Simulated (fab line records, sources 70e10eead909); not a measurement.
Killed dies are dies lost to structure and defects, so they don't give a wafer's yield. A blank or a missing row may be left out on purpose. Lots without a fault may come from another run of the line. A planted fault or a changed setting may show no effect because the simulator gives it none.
A struck lot beside a sound one | flow nand_harc | 41 steps out of a route of 1302
Sound: wafers L349.1, L349.4, L349.5. Struck: wafers L361.2, L361.4, L361.5. The cause comes at the end.
At each step with rows: each side's tool, then ch and its chambers, then its first start. Under that, the readings that differ: sound wafers | struck wafers | difference of the means | sigmas: that difference in standard deviations of wafers without a fault.
alike: readings whose means differ by less than 2 such deviations, and words and numbers that are the same on both sides. not compared: withheld readings, readings that some wafer has no value for, bounds like >300 that may hide the same value, and numbers for which the record gives no deviation and whose values overlap.
The two part at a step that has a row with sigmas, a row that says differs or no value, or rows on one side only. Numbers that don't overlap but have no deviation are shown without sigmas and don't part them. A reading that every wafer of one side lacks parts them only if that side has two wafers or more.

first, 2 steps without rows for these wafers: NHARC_P_GATE_STRIP_95 (strips in O2); NHARC_P_GATE_STRIP_96 (strips in SPM, time 900 s).
NHARC_P_GATE_RTA_64: time 1 s.
  sound on rtp_anneal-01 ch 0, day 7 00:14; struck on rtp_anneal-01 ch 0, day 12 05:00
  alike: lamp_power_pct, lamp_zone_5_pct, wafer_temp_C_max
then, 1 step without rows for these wafers: NHARC_P_GATE_ETCH_77 (etches SiO2 in dHF, target depth 6 nm).
NHARC_P_GATE_DEGAS_109: time 60 s.
  sound on pvd_sputter-02, day 7 00:32; struck on pvd_sputter-02, day 12 05:17
  reading              | sound                | struck | difference                    | sigmas
  susceptor_temp_C (C) | 299.90 299.75 299.70 | - - -  | no value on the struck wafers |
  alike: heater_power_w
then, 3 steps without rows for these wafers: NHARC_P_GATE_PRE_CLEAN_110 (time 30 s); NHARC_P_GATE_SPUTTER_78 (material Ni, target thk 10 nm); NHARC_P_GATE_SPUTTER_79 (material TiN, target thk 10 nm).
NHARC_P_GATE_RTA_80: time 30 s.
  sound on rtp_anneal-01 ch 0, day 7 01:01; struck on rtp_anneal-02 ch 0, day 12 05:36
  alike: wafer_temp_C_max
then, 1 step without rows for these wafers: NHARC_P_GATE_STRIP_67 (strips in SPM, time 600 s).
NHARC_P_GATE_RTA_82: time 30 s.
  sound on rtp_anneal-02 ch 0, day 7 01:28; struck on rtp_anneal-02 ch 0, day 12 06:04
  alike: lamp_power_pct, lamp_zone_5_pct, wafer_temp_C_max
NHARC_P_GATE_INSPECT_68:
  sound on defect_inspect-02, day 7 01:41; struck on defect_inspect-01, day 12 06:14
  alike: raw_defect_count
NHARC_P_CONTACT_DEP_30: deposits SiNx, target thk 30 nm.
  sound on pecvd-01 ch 1,2, day 7 01:46; struck on pecvd-03 ch 0,1, day 12 06:18
  alike: heater_power_w, rf_fwd_power_W, susceptor_temp_C
then, 13 steps without rows for these wafers: NHARC_P_CONTACT_DEP_00 (deposits SiO2, target thk 500 nm); NHARC_P_CONTACT_CMP_01 (polishes SiO2, target thk 200 nm); NHARC_P_CONTACT_SRD_03; NHARC_P_CONTACT_DEHYDRATE_04 (time 120 s); NHARC_P_CONTACT_HMDS_05 (time 30 s); NHARC_P_CONTACT_COAT_33 (time 75 s); NHARC_P_CONTACT_COAT_34 (time 65 s); NHARC_P_CONTACT_COAT_06 (resist thk 90 nm); NHARC_P_CONTACT_SOFTBAKE_07 (time 55 s); NHARC_P_CONTACT_EBR_08; NHARC_P_CONTACT_EXPOSE_09 (exposes mask P CA, target cd 90 nm); NHARC_P_CONTACT_PEB_10 (peb time 65 s); NHARC_P_CONTACT_DEVELOP_11 (develop time 35 s).
NHARC_P_CONTACT_CD_MEAS_12: target cd 90 nm.
  sound on cd_sem-03 ch 0, day 7 03:19; struck on cd_sem-01 ch 0, day 12 07:50
  alike: cd_nm
NHARC_P_CONTACT_OVL_MEAS_13:
  sound on overlay-02, day 7 03:24; struck on overlay-01, day 12 07:56
  alike: overlay_x_nm, overlay_y_nm
then, 6 steps without rows for these wafers: NHARC_P_CONTACT_DESCUM_17 (chemistry O2, time 3 s); NHARC_P_CONTACT_ETCH_35 (etches the open film in CF4, target depth 39 nm, time 65 s); NHARC_P_CONTACT_ETCH_36 (etches the open film in N2/H2, target depth 260 nm, time 406.25 s); NHARC_P_CONTACT_ETCH_18 (etches the open film in C4F8/O2/Ar, target depth 481 nm, time 240.5 s); NHARC_P_CONTACT_STRIP_37 (strips in C4F8/O2/Ar); NHARC_P_CONTACT_ETCH_31 (etches the open film in CH3F/O2, target depth 30 nm, time 85.7 s).
NHARC_P_CONTACT_CD_MEAS_19:
  sound on cd_sem-03, day 7 04:22; struck on cd_sem-03, day 12 08:54
  alike: cd_nm
NHARC_P_CONTACT_STRIP_28: strips in O2.
  sound on rie_diel-03 ch 0,1, day 7 04:28; struck on rie_diel-13 ch 0,1,2, day 12 08:58
  alike: drypump_motor_current_A, oes_product_au, rf_vpp_V, showerhead_plenum_p_Torr, throttle_valve_pct
  not compared: rf_hours_counter_h
then, 4 steps without rows for these wafers: NHARC_P_CONTACT_STRIP_29 (strips in post etch residue remover, time 1200 s); NHARC_P_CONTACT_DEGAS_38 (time 60 s); NHARC_P_CONTACT_PRE_CLEAN_39 (time 19.5 s); NHARC_P_CONTACT_PVD_32 (deposits Ti, target thk 5 nm, time 17.7 s).
-- the record jumps here: 18 days lie between the struck wafers' starts before and after (it left off in module P_CONTACT and takes up again in module END, whose first step shown is number 1302 of the route) --
NHARC_END_SORT_01:
  sound on prober-01 ch 0, day 24 22:34; struck on prober-02 ch 0, day 30 10:07
  reading             | sound    | struck      | difference | sigmas
  killed_at_periphery | 3 2 0    | 105 102 48  | +83        | +30
  killed_dies         | 63 59 66 | 175 170 125 | +94        | +5
  alike: killed_at_array, killed_at_other, killed_open, killed_short

WHERE THEY PART
First at NHARC_P_GATE_DEGAS_109; last, within this record, at NHARC_END_SORT_01.

WHY: what the simulator had put in
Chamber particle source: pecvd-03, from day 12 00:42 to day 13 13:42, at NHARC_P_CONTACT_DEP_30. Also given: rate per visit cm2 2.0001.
